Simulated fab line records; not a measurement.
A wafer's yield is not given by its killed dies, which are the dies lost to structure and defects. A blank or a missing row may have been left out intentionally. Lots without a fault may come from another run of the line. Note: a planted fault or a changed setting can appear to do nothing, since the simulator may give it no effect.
Chamber matching    flow nand harc    pecvd-01 running NHARC_A_M0_DEP_32: 3 sister chambers
The step deposits SiCN, target thk 30 nm. 3 wafers are shown with their chamber, then 11 later ones without.

== EACH WAFER AND ITS CHAMBER ==
wafer   chamber  heater power w (W)
L091.1  0        679
L091.5  2        651
L092.1  1        464

== WAFERS MISSING THEIR CHAMBER ==
wafer   heater power w (W)
L092.4  649
L092.5  467
L093.2  662
L093.4  667
L093.5  490
L094.2  654
L094.4  649
L094.5  590
L095.4  503
L095.5  609
L095.6  613

== CHAMBER TAKEN BY EACH ==
wafer   from the rows above      in truth
L092.4  can't be placed: 2 or 0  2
L092.5  1                        1
L093.2  can't be placed: 2 or 0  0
L093.4  can't be placed: 0 or 2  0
L093.5  1                        1
L094.2  can't be placed: 2 or 0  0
L094.4  can't be placed: 2 or 0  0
L094.5  can't be placed: 2 or 0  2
L095.4  1                        1
L095.5  can't be placed: 2 or 0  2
L095.6  can't be placed: 2 or 0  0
Correctly placed: 3 of 11. Unplaceable from these rows: 8, with the true chamber sitting among the candidates in 8. Placed wrongly: 0.
How it was worked out, from the rows above alone: a wafer's distance from a chamber is the root of the sum, over the readings, of the square of ((its reading less the chamber's mean) divided by the reading's scatter). The wafer belongs to the nearest chamber; if the next one is less than 2 further off, it can't be placed. Each chamber's mean is taken over the wafers shown for it. The scatter: root of mean squared gap, hidden wafer to nearest shown wafer, with one shown wafer a chamber.
